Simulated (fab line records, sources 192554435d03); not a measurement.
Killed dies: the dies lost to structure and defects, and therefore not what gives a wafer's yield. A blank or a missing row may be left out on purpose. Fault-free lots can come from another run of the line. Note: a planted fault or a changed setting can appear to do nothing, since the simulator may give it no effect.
fab line records	flow n5-finfet	part 1 of 2: steps 1 to 4 of 6
[record] lots = 22	wafers = 66	last-day = 20
route steps=1938 shown BEOL_M6@1239 BEOL_M7@1299
lots with no fault: from the same line, run without faults
start-h: hours from the record's opening day to when the first of the lot's shown wafers began	wait-h: time in hours since the lot's previous step	" repeats the value in the row above	L1.1+2: several wafers, shown together as one row	- no value present, or no start provided	* or withheld: withheld	< > ~ a bound
route shown NAME@n: NAME is a module with steps in the file, n the number in the route of the first one	usual: average and standard deviation across the fault-free wafers	same: alike in all rows	chamber/n: place in a boat	sites: the reading at each site	_std_site: standard deviation of those values	_edge_site: inner sites' mean taken away from outer sites' mean	radius-mm: for every site, how far away it sits from the centre of the wafer	mask NAME#n: copy n	behind: the most recent tool/chamber to have shaped the wafer	hold: why the lot went on hold/how many hours it stayed there/how the hold came to an end	device: transistor that didn't switch, given as n, p or np	end of line: the route-end tests of the same wafers	a step without rows: its recipe alone	killed: not the wafer's yield, but the dies lost to structure and defects at the first sort	map: a wafer's dies, marking killed ones x, the rest . and places with no die _
set.NAME: the run value of the setting; set.NAME@STEP: its run value at that earlier step	model.NAME: the simulator's own value behind a step, which no gauge read
a sample of lots followed through the steps of the route, with each step as a table and each wafer as a row
services: the hour from which a tool's chamber was out of use, counted from the record's first day as start-h (under 0 if before that day), plus the number of hours and why
[[steps]]
[step N5_BEOL_M6_TRENCH_ETCH_37]
[recipe] chemistry = C4F6/O2	target-depth-a = 944.35	target = SiCOH_lowk	time-s = 31.5	ion-energy-ev = 250	pressure-mtorr = 30	source-w = 345	bias-w = 185	Ar_flow_sccm = 300	C4F6_flow_sccm = 10	O2_flow_sccm = 10
[usual] O2_flow_sccm = 10.00/0.031	chamber-pressure-mTorr = 29.997/0.028	drypump-motor-current-A = 5.8/0.56	mfc-ar-sccm = 300.1/0.91	oes-product-au = 0.82/0.079	rf-vpp-V = 667/14	showerhead-plenum-p-Torr = 2.88/0.12	throttle-valve-pct = 20.81/0.29
lot.wafer	tool	chamber	start-h	wait-h	O2_flow_sccm	chamber-pressure-mTorr	drypump-motor-current-A	mfc-ar-sccm	oes-product-au	rf-hours-counter-h	rf-vpp-V	showerhead-plenum-p-Torr	throttle-valve-pct
L075.3	rie-diel-03	2	-	-	9.98	29.970	5.7	300.2	0.93	27	680	3.03	20.84
L075.4	"	3	"	"	9.98	30.049	6.0	301.4	0.97	12	681	3.02	20.59
L075.6	"	0	"	"	10.01	29.976	5.0	301.2	0.68	-	702	2.80	20.69
L076.1	rie-diel-05	0	-	-	9.96	30.010	6.4	301.0	0.94	10	668	3.04	21.13
L076.5	"	1	"	"	9.99	30.013	5.1	299.3	0.69	-	658	2.79	20.70
L076.6	"	0	"	"	9.91	30.012	6.4	299.6	0.94	-	666	3.04	21.13
L074.1	rie-diel-02	2	-	-	10.06	30.028	6.5	300.6	0.75	174	681	2.70	20.82
L074.5	"	2	"	"	10.04	29.997	6.4	300.3	0.75	-	682	2.70	20.81
L074.6	"	3	"	"	10.01	29.980	6.8	301.5	0.79	-	665	2.97	21.00
L078.1	rie-diel-02	0	-	-	10.01	30.042	5.3	299.4	0.81	67	672	3.02	21.14
L078.2	"	3	"	"	9.99	30.009	6.8	300.8	0.79	100	666	2.97	21.00
L078.4	"	2	"	"	9.95	29.994	6.4	300.0	0.75	175	681	2.70	20.82
L077.2	rie-diel-05	2	-	-	10.02	30.017	5.8	300.0	0.79	106	660	2.84	20.48
L077.3	"	0	"	"	10.00	29.967	6.4	301.1	0.93	16	667	3.03	21.14
L077.6	"	3	"	"	10.04	30.009	5.3	299.3	0.70	-	652	2.82	20.77
L079.4	rie-diel-03	2	-	-	10.01	29.980	5.7	299.8	0.91	-	679	3.02	20.86
L079.5	"	3	"	"	10.02	30.021	5.9	300.4	0.94	-	682	3.02	20.61
L079.6	"	1	"	"	10.04	30.051	6.3	300.5	0.80	-	649	2.75	21.16
L081.2	rie-diel-05	2	-	-	9.95	29.988	5.8	300.7	0.79	117	658	2.84	20.51
L081.5	"	0	"	"	10.02	29.979	6.4	299.4	0.89	-	667	3.03	21.16
L081.6	"	3	"	"	9.99	29.979	5.3	298.5	0.69	-	652	2.82	20.78
L084.2	rie-diel-02	1	-	-	10.04	29.934	5.7	299.0	0.83	71	655	2.75	20.52
L084.3	"	0	"	"	10.03	29.980	5.3	300.9	0.78	85	673	3.02	21.16
L084.6	"	1	"	"	10.02	29.977	5.6	298.8	0.84	-	655	2.75	20.53
L082.4	rie-diel-02	3	-	-	9.96	30.061	6.8	299.8	0.77	123	662	2.96	21.02
L082.5	"	0	"	"	10.01	30.031	5.3	300.7	0.79	-	674	3.02	21.17
L082.6	"	3	"	"	10.01	30.001	6.8	299.7	0.77	-	663	2.96	21.04
L080.1	rie-diel-05	2	-	-	9.94	30.005	5.8	301.2	0.78	128	659	2.83	20.52
L080.5	"	1	"	"	10.01	30.029	5.1	300.6	0.95	-	656	2.79	20.32
L080.6	"	2	"	"	10.00	29.990	5.8	301.2	0.78	-	658	2.83	20.52
L083.1	rie-diel-02	0	-	-	10.00	30.030	5.3	299.8	0.79	90	672	3.01	21.17
L083.4	"	2	"	"	10.00	29.974	6.5	300.8	0.72	202	682	2.69	20.86
L083.5	"	1	"	"	9.96	30.031	5.6	301.7	0.83	-	655	2.75	20.55
L087.1	rie-diel-03	1	-	-	9.99	30.019	6.3	299.0	0.80	110	649	2.74	21.19
L087.2	"	0	"	"	9.99	29.931	5.0	300.1	0.91	14	703	2.79	20.42
L087.3	"	3	"	"	10.05	30.032	5.9	299.4	0.90	44	682	3.01	20.64
L085.1	rie-diel-03	0	-	-	9.99	30.041	5.0	300.7	0.90	18	700	2.79	20.43
L085.4	"	2	"	"	10.00	29.967	5.8	301.1	0.87	56	678	3.01	20.89
L085.5	"	0	"	"	9.98	29.998	5.0	300.3	0.89	-	702	2.79	20.42
L088.3	rie-diel-02	1	-	-	10.05	29.970	5.6	300.9	0.81	82	655	2.75	20.53
L088.4	"	3	"	"	9.95	29.964	6.8	299.9	0.76	131	663	2.96	21.04
L088.5	"	3	"	"	9.98	29.982	6.8	300.7	0.76	-	664	2.96	21.04
L089.3	rie-diel-03	2	-	-	10.02	29.989	5.7	301.0	0.87	63	677	3.01	20.90
L089.5	"	1	"	"	9.95	29.972	6.3	300.9	0.79	-	649	2.73	21.21
L089.6	"	0	"	"	10.00	29.959	5.0	300.7	0.88	-	700	2.79	20.43
L090.1	rie-diel-05	0	-	-	10.01	29.974	6.4	303.0	0.87	37	666	3.02	21.17
L090.4	"	0	"	"	9.96	29.953	6.4	301.0	0.87	-	666	3.02	21.18
L090.5	"	1	"	"	9.98	29.955	5.2	300.9	0.91	-	658	2.78	20.35
L091.2	rie-diel-03	0	-	-	10.02	30.000	5.0	299.1	0.87	25	701	2.79	20.45
L091.3	"	1	"	"	9.96	29.969	6.3	300.7	0.79	123	649	2.73	21.20
L091.4	"	2	"	"	10.03	30.070	5.8	300.2	0.87	65	679	3.01	20.90
L095.1	rie-diel-03	1	-	-	10.01	30.006	6.3	299.1	0.79	124	649	2.73	21.21
L095.4	"	2	"	"	10.00	29.979	5.7	300.4	0.87	66	676	3.01	20.90
L095.6	"	1	"	"	10.01	30.053	6.3	299.7	0.78	-	649	2.73	21.20
L086.3	rie-diel-05	3	-	-	9.99	30.002	5.3	301.5	0.99	2	652	2.81	20.38
L086.4	"	1	"	"	9.96	29.996	5.1	300.5	0.88	25	654	2.78	20.35
L086.5	"	3	"	"	9.98	29.987	5.3	301.3	0.99	-	652	2.81	20.38
L092.2	rie-diel-02	3	-	-	10.02	30.001	6.8	296.8	0.74	148	663	2.95	21.06
L092.5	"	3	"	"	10.01	29.989	6.8	299.8	0.73	-	664	2.95	21.05
L092.6	"	0	"	"	10.02	30.036	5.3	299.8	0.76	-	672	3.00	21.19
L094.1	rie-diel-02	3	-	-	10.04	29.941	6.8	300.8	0.74	149	665	2.95	21.08
L094.4	"	3	"	"	10.03	29.977	6.8	299.0	0.74	-	665	2.95	21.06
L094.6	"	1	"	"	10.01	29.991	5.6	300.9	0.80	-	657	2.74	20.57
L097.3	rie-diel-05	1	-	-	10.00	29.990	5.1	300.5	0.89	33	657	2.78	20.37
L097.4	"	0	"	"	10.07	29.973	6.4	301.2	0.86	49	667	3.02	21.19
L097.6	"	0	"	"	10.06	29.960	6.4	300.5	0.86	-	666	3.02	21.18
[step N5_BEOL_M6_CD_MEAS_35]
[recipe] target-cd-nm = 40	target-cd-y-nm = 28	polarity = opening
[usual] cd-nm = 39.5/0.55
lot.wafer	tool	chamber	start-h	wait-h	cd-nm
L075.3	cd-sem-01	-	250.94	0.0	39.0
L075.4	"	-	"	"	38.2
L075.6	"	-	"	"	38.5
L076.1	cd-sem-02	-	257.52	0.0	39.8
L076.5	"	-	"	"	38.5
L076.6	"	-	"	"	39.5
L074.1	cd-sem-03	-	257.73	0.0	39.8
L074.5	"	-	"	"	39.1
L074.6	"	-	"	"	38.8
L078.1	cd-sem-02	-	258.13	0.0	39.4
L078.2	"	-	"	"	39.4
L078.4	"	-	"	"	39.5
L077.2	cd-sem-02	-	273.26	0.0	39.4
L077.3	"	-	"	"	39.9
L077.6	"	-	"	"	40.0
L079.4	cd-sem-01	-	278.69	0.0	39.2
L079.5	"	-	"	"	39.6
L079.6	"	-	"	"	39.7
L081.2	cd-sem-03	-	297.85	0.0	39.5
L081.5	"	-	"	"	38.7
L081.6	"	-	"	"	39.7
L084.2	cd-sem-01	-	308.03	0.0	40.7
L084.3	"	-	"	"	40.0
L084.6	"	-	"	"	39.9
L082.4	cd-sem-02	-	315.59	0.0	40.0
L082.5	"	-	"	"	39.4
L082.6	"	-	"	"	40.2
L080.1	cd-sem-02	-	318.81	0.0	38.8
L080.5	"	-	"	"	39.4
L080.6	"	-	"	"	39.6
L083.1	cd-sem-02	-	321.74	0.0	39.7
L083.4	"	-	"	"	40.5
L083.5	"	-	"	"	39.1
L087.1	cd-sem-02	-	325.49	0.0	40.0
L087.2	"	-	"	"	39.4
L087.3	"	-	"	"	38.8
L085.1	cd-sem-01	-	338.48	0.0	38.8
L085.4	"	-	"	"	39.0
L085.5	"	-	"	"	39.6
L088.3	cd-sem-03	-	338.58	0.0	39.9
L088.4	"	-	"	"	40.4
L088.5	"	-	"	"	39.2
L089.3	cd-sem-02	-	357.06	0.0	39.6
L089.5	"	-	"	"	39.8
L089.6	"	-	"	"	39.0
L090.1	cd-sem-03	-	357.52	0.0	38.5
L090.4	"	-	"	"	39.9
L090.5	"	-	"	"	39.7
L091.2	cd-sem-01	-	363.84	0.0	39.6
L091.3	"	-	"	"	38.7
L091.4	"	-	"	"	38.7
L095.1	cd-sem-01	-	367.74	0.0	39.6
L095.4	"	-	"	"	39.7
L095.6	"	-	"	"	40.4
L086.3	cd-sem-01	-	367.75	0.0	40.5
L086.4	"	-	"	"	38.2
L086.5	"	-	"	"	38.8
L092.2	cd-sem-03	-	384.60	0.0	38.7
L092.5	"	-	"	"	39.4
L092.6	"	-	"	"	37.8
L094.1	cd-sem-03	-	389.54	0.0	40.0
L094.4	"	-	"	"	39.9
L094.6	"	-	"	"	40.4
L097.3	cd-sem-02	-	393.06	0.0	39.1
L097.4	"	-	"	"	38.9
L097.6	"	-	"	"	39.1
[step N5_BEOL_M6_THK_MEAS_53]
[recipe] thk-meas-gauge = xrf	reads = Cu_of_BEOL_M6_ECD_50
[usual] M6_THK = 79.2/2.2
lot.wafer	tool	chamber	start-h	wait-h	M6_THK[nm]
L075.3	film-metro-02	-	253.38	-	82.2
L075.4	"	-	"	"	86.0
L075.6	"	-	"	"	80.2
L076.1	film-metro-01	-	259.68	-	83.6
L076.5	"	-	"	"	76.8
L076.6	"	-	"	"	81.4
L074.1	film-metro-01	-	261.85	-	79.9
L074.5	"	-	"	"	79.1
L074.6	"	-	"	"	81.8
L078.1	film-metro-01	-	262.62	-	78.3
L078.2	"	-	"	"	80.4
L078.4	"	-	"	"	79.8
L077.2	film-metro-01	-	276.88	-	78.9
L077.3	"	-	"	"	81.9
L077.6	"	-	"	"	79.1
L079.4	film-metro-01	-	282.91	-	79.0
L079.5	"	-	"	"	80.6
L079.6	"	-	"	"	76.1
L081.2	film-metro-01	-	299.90	-	80.7
L081.5	"	-	"	"	84.0
L081.6	"	-	"	"	78.1
L084.2	film-metro-01	-	310.84	-	80.2
L084.3	"	-	"	"	78.1
L084.6	"	-	"	"	79.2
L082.4	film-metro-02	-	317.79	-	81.2
L082.5	"	-	"	"	75.7
L082.6	"	-	"	"	78.3
L080.1	film-metro-02	-	323.06	-	77.2
L080.5	"	-	"	"	77.7
L080.6	"	-	"	"	77.5
L083.1	film-metro-02	-	326.11	-	77.2
L083.4	"	-	"	"	77.0
L083.5	"	-	"	"	78.5
L087.1	film-metro-02	-	328.12	-	77.4
L087.2	"	-	"	"	78.8
L087.3	"	-	"	"	80.4
L085.1	film-metro-02	-	340.99	-	78.9
L085.4	"	-	"	"	78.1
L085.5	"	-	"	"	77.3
L088.3	film-metro-01	-	341.03	-	77.3
L088.4	"	-	"	"	80.7
L088.5	"	-	"	"	80.2
L089.3	film-metro-01	-	359.80	-	77.9
L089.5	"	-	"	"	78.5
L089.6	"	-	"	"	77.4
L090.1	film-metro-01	-	360.38	-	81.7
L090.4	"	-	"	"	85.1
L090.5	"	-	"	"	81.1
L091.2	film-metro-01	-	365.84	-	81.6
L091.3	"	-	"	"	81.1
L091.4	"	-	"	"	81.2
L095.1	film-metro-02	-	371.10	-	83.4
L095.4	"	-	"	"	82.2
L095.6	"	-	"	"	80.1
L086.3	film-metro-01	-	371.37	-	79.6
L086.4	"	-	"	"	78.5
L086.5	"	-	"	"	78.2
L092.2	film-metro-01	-	386.85	-	78.8
L092.5	"	-	"	"	78.5
L092.6	"	-	"	"	75.2
L094.1	film-metro-02	-	391.76	-	78.0
L094.4	"	-	"	"	78.4
L094.6	"	-	"	"	77.2
L097.3	film-metro-02	-	396.48	-	79.4
L097.4	"	-	"	"	82.4
L097.6	"	-	"	"	81.4
[step N5_BEOL_M6_DEP_56]
[recipe] material = SiCN	target-thk-a = 100	temp-c = withheld	precursor = 3MS/NH3	pressure-torr = 3	rf-w = 202	time-s = 17.5
[usual] chamber-pressure-Torr = 3.001/0.0064	showerhead-plenum-p-Torr = 3.657/0.017	throttle-valve-pct = 8.7/0.37
lot.wafer	tool	chamber	start-h	wait-h	chamber-pressure-Torr	showerhead-plenum-p-Torr	since-wet-clean-h	throttle-valve-pct
L075.3	pecvd-02	0	253.44	0.0	3.006	3.654	1139	8.5
L075.4	"	0	"	"	2.994	3.659	-	8.5
L075.6	"	2	"	"	2.990	3.662	-	8.2
L076.1	pecvd-01	0	259.74	0.0	3.011	3.665	782	8.3
L076.5	"	1	"	"	3.000	3.674	-	8.2
L076.6	"	0	"	"	3.000	3.665	-	8.7
L074.1	pecvd-01	2	261.91	0.0	2.997	3.634	31	8.1
L074.5	"	2	"	"	2.991	3.629	-	8.2
L074.6	"	1	"	"	3.001	3.669	-	8.4
L078.1	pecvd-02	2	262.68	0.0	2.996	3.674	394	8.2
L078.2	"	0	"	"	2.997	3.653	1148	8.4
L078.4	"	2	"	"	3.003	3.686	-	8.2
L077.2	pecvd-03	2	276.94	0.0	2.992	3.624	589	9.0
L077.3	"	0	"	"	3.014	3.659	1343	9.1
L077.6	"	0	"	"	3.008	3.658	-	9.1
L079.4	pecvd-02	1	283.00	0.0	3.015	3.679	-	9.0
L079.5	"	2	"	"	3.002	3.658	-	8.4
L079.6	"	1	"	"	2.998	3.678	-	8.7
L081.2	pecvd-03	2	299.96	0.0	3.001	3.639	612	8.9
L081.5	"	1	"	"	3.003	3.662	-	8.9
L081.6	"	2	"	"	2.991	3.635	-	9.1
L084.2	pecvd-01	0	310.91	0.0	3.000	3.656	834	8.8
L084.3	"	0	"	"	3.009	3.671	-	8.6
L084.6	"	0	"	"	3.001	3.661	-	8.7
L082.4	pecvd-03	2	317.87	0.0	3.004	3.634	-	8.8
L082.5	"	0	"	"	2.999	3.660	-	9.2
L082.6	"	1	"	"	2.999	3.648	-	8.9
L080.1	pecvd-03	2	323.12	0.0	2.996	3.626	635	8.9
L080.5	"	1	"	"	3.002	3.661	-	9.2
L080.6	"	0	"	"	3.003	3.665	-	9.4
L083.1	pecvd-03	2	326.18	0.0	3.001	3.625	639	8.7
L083.4	"	1	"	"	3.004	3.658	-	9.0
L083.5	"	0	"	"	3.001	3.676	-	9.4
L087.1	pecvd-02	0	328.19	0.0	3.005	3.669	1213	8.3
L087.2	"	1	"	"	3.005	3.667	1938	9.1
L087.3	"	2	"	"	3.000	3.673	459	8.1
L085.1	pecvd-02	0	341.06	0.0	3.005	3.650	1226	8.4
L085.4	"	1	"	"	2.992	3.683	-	9.0
L085.5	"	2	"	"	2.989	3.672	-	8.3
L088.3	pecvd-01	1	341.09	0.0	3.007	3.661	171	8.2
L088.4	"	1	"	"	3.003	3.678	-	8.3
L088.5	"	2	"	"	2.996	3.639	-	8.3
L089.3	pecvd-01	0	359.86	0.0	3.002	3.664	882	8.5
L089.5	"	1	"	"	3.002	3.660	-	8.6
L089.6	"	0	"	"	2.998	3.665	-	8.7
L090.1	pecvd-01	1	360.44	0.0	2.996	3.674	190	8.4
L090.4	"	0	"	"	2.996	3.676	-	8.4
L090.5	"	2	"	"	2.997	3.637	-	8.8
L091.2	pecvd-02	1	365.90	0.0	3.006	3.675	1976	9.0
L091.3	"	2	"	"	2.996	3.676	497	8.3
L091.4	"	0	"	"	2.990	3.654	-	8.5
L095.1	pecvd-03	2	371.16	0.0	3.000	3.629	684	8.8
L095.4	"	0	"	"	3.013	3.665	-	9.1
L095.6	"	2	"	"	3.006	3.631	-	9.3
L086.3	pecvd-03	0	371.44	0.0	2.999	3.667	1438	9.4
L086.4	"	2	"	"	2.996	3.630	-	8.9
L086.5	"	1	"	"	3.001	3.659	-	8.9
L092.2	pecvd-01	2	386.92	0.0	2.992	3.629	156	8.3
L092.5	"	2	"	"	2.998	3.635	-	8.4
L092.6	"	1	"	"	3.000	3.662	-	8.3
L094.1	pecvd-03	2	391.83	0.0	2.992	3.620	704	9.0
L094.4	"	2	"	"	2.992	3.637	-	8.8
L094.6	"	0	"	"	3.001	3.668	-	9.2
L097.3	pecvd-01	1	396.55	0.0	3.006	3.659	226	8.3
L097.4	"	2	"	"	3.005	3.640	-	8.4
L097.6	"	1	"	"	3.008	3.674	-	8.5
